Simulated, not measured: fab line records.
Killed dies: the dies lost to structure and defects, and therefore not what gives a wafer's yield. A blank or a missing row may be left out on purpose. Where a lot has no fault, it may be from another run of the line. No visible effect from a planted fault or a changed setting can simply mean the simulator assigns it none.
Which tool was responsible? ; flow n5 finfet ; 10 lots with 30 wafers sampled at 5 steps, on a route of 1938 steps

## WHAT EACH GAUGE READ, for each wafer
N5_SD_EPI_P_INSPECT_11: inspects for defects (macro).
lot;measured;on;raw defect count
L411;day 3 07:34;defect inspect-01;3 3 3
L412;day 3 17:11;defect inspect-02;1 4 1
L415;day 4 06:28;defect inspect-02;0 6 3
L416;day 4 14:34;defect inspect-01;2 0 1
L418;day 5 01:58;defect inspect-01;6 1 5
L420;day 5 09:41;defect inspect-02;3 3 1
L421;day 5 17:33;defect inspect-01;2 1 3
L431;day 8 04:58;defect inspect-02;3 1 2
L432;day 8 13:22;defect inspect-02;1 1 0
L434;day 9 01:13;defect inspect-02;0 2 3

N5_SD_EPI_P_INSPECT_26: inspects for defects (darkfield).
lot;measured;on;raw defect count
L411;day 3 11:21;defect inspect-02;211 288 256
L412;day 3 20:56;defect inspect-01;185 157 168
L415;day 4 10:25;defect inspect-01;117 146 126
L416;day 4 19:10;defect inspect-02;164 134 165
L418;day 5 06:34;defect inspect-02;235 181 165
L420;day 5 13:26;defect inspect-02;177 219 234
L421;day 5 21:19;defect inspect-02;181 160 158
L431;day 8 09:34;defect inspect-02;944 989 998
L432;day 8 17:07;defect inspect-02;976 1061 964
L434;day 9 04:58;defect inspect-01;178 204 233

N5_SD_ACTIVATION_INSPECT_02: inspects for defects (darkfield).
lot;measured;on;raw defect count
L411;day 3 12:10;defect inspect-01;213 300 272
L412;day 3 21:54;defect inspect-02;174 164 155
L415;day 4 11:12;defect inspect-01;135 142 125
L416;day 4 19:55;defect inspect-02;162 145 170
L418;day 5 07:19;defect inspect-02;212 179 166
L420;day 5 14:13;defect inspect-01;177 212 241
L421;day 5 22:15;defect inspect-02;184 156 154
L431;day 8 10:24;defect inspect-02;950 997 965
L432;day 8 17:52;defect inspect-02;964 1054 976
L434;day 9 05:43;defect inspect-02;168 201 216

## WHICH TOOL RAN EACH LOT (tool, then ch and the chambers of the sampled wafers, then the start)
lot;N5_SD_EPI_P_ETCH_36;N5_SD_EPI_P_ETCH_37
L411;rie diel-06 ch 0,2,3, day 3 07:38;rie diel-06 ch 0,2,3, day 3 07:42
L412;rie diel-04 ch 1,2, day 3 17:15;rie diel-04 ch 1,2, day 3 17:19
L415;rie diel-06 ch 0,1,3, day 4 06:43;rie diel-06 ch 0,1,3, day 4 06:47
L416;rie diel-03 ch 0,2,3, day 4 14:40;rie diel-03 ch 0,2,3, day 4 14:51
L418;rie diel-03 ch 0,1,3, day 5 02:02;rie diel-03 ch 0,1,3, day 5 02:06
L420;rie diel-03 ch 1,2,3, day 5 09:45;rie diel-03 ch 1,2,3, day 5 09:49
L421;rie diel-04 ch 0,2,3, day 5 17:37;rie diel-04 ch 0,2,3, day 5 17:41
L431;rie diel-03 ch 1,2,3, day 8 05:01;rie diel-03 ch 1,2,3, day 8 05:05
L432;rie diel-03 ch 0,2,3, day 8 13:26;rie diel-03 ch 0,2,3, day 8 13:29
L434;rie diel-06 ch 2,3, day 9 01:17;rie diel-06 ch 2,3, day 9 01:20
- N5_SD_EPI_P_ETCH_36: etches SiARC in CF4, target depth 45.5 nm, time 75.8 s.
- N5_SD_EPI_P_ETCH_37: etches SOC in N2/H2, overetch 108 nm, time 486 s.

## AS READ BY THE TOOLS THEMSELVES (means over the sampled wafers that have a number; for cases with no such wafer, the mark the record gives instead)
N5_SD_EPI_P_ETCH_36.
lot;tool;chamber pressure mTorr (mTorr);drypump motor current A (A);etch rf on time s (s);oes product au (a.u.);rf vpp V (V);showerhead plenum p Torr (Torr);throttle valve pct (%)
L411;rie diel-06;39.99;5.7;75.4;0.69;184.5;2.15;15.77
L412;rie diel-04;40.00;5.4;75.9;0.67;184.3;2.14;15.66
L415;rie diel-06;39.97;5.7;75.6;0.69;184.6;2.15;15.69
L416;rie diel-03;40.00;5.7;76.1;0.68;182.8;2.06;15.61
L418;rie diel-03;39.98;5.7;76.2;0.65;183.6;2.09;15.61
L420;rie diel-03;40.00;5.5;76.1;0.70;183.9;2.10;15.44
L421;rie diel-04;39.98;5.8;76.1;0.64;184.7;2.16;15.67
L431;rie diel-03;40.01;5.5;75.7;0.75;184.8;2.18;15.32
L432;rie diel-03;40.00;5.6;76.1;0.72;184.0;2.14;15.50
L434;rie diel-06;40.01;5.7;74.5;0.74;184.5;2.14;15.71

N5_SD_EPI_P_ETCH_37.
lot;tool;chamber pressure mTorr (mTorr);drypump motor current A (A);oes product au (a.u.);rf vpp V (V);showerhead plenum p Torr (Torr);throttle valve pct (%)
L411;rie diel-06;20.009;5.7;0.72;241.5;2.54;24.05
L412;rie diel-04;20.005;5.4;0.70;241.7;2.55;23.88
L415;rie diel-06;19.994;5.7;0.72;241.3;2.56;24.08
L416;rie diel-03;20.011;5.7;0.72;239.5;2.44;23.75
L418;rie diel-03;20.003;5.7;0.69;239.4;2.47;23.83
L420;rie diel-03;20.015;5.5;0.74;239.6;2.50;23.77
L421;rie diel-04;20.008;5.8;0.67;241.1;2.56;23.91
L431;rie diel-03;19.996;5.5;0.79;240.8;2.59;23.65
L432;rie diel-03;20.011;5.6;0.76;240.5;2.53;23.65
L434;rie diel-06;20.005;5.7;0.76;240.7;2.52;23.92

## THE ANSWER, worked out from the rows above alone
Rule: the usual values come from the lots themselves. Put in order of their means at a reading, lots are off if they are a third of the lots or fewer, leave a main group of 4 or more, and stand apart from it by a gap of 3 or more times the standard deviation of the main group's means; of several such gaps the widest counts. The tables above print the reading to a certain number of digits; a main group whose means all agree to those digits is not used. A lot without any number at a reading at which 4 lots or more have one is off too. Any other lot the step has rows for is counted as sound. Order of review: gauges by route order, followed by the tools' own readings, for which a lot's mean as printed above is used. The first step at which some lot is off is used, and at that step the reading that is off furthest; a lot without a number counts as furthest.
Off: L431, L432, at N5_SD_EPI_P_INSPECT_26 (raw defect count). Mean 185 and standard deviation 36 in the main group.
A tool fits if, at a process step before that reading, it ran every lot that is off, and no sound lot after the first of them. Gauges at N5_SD_EPI_P_INSPECT_26: tried the same way as those tools. 2 tools fit, rie diel-03 at N5_SD_EPI_P_ETCH_36 and N5_SD_EPI_P_ETCH_37 and defect inspect-02 at N5_SD_EPI_P_INSPECT_26, so this cannot tell which one it is.

## WHAT THE SIMULATOR PUT IN
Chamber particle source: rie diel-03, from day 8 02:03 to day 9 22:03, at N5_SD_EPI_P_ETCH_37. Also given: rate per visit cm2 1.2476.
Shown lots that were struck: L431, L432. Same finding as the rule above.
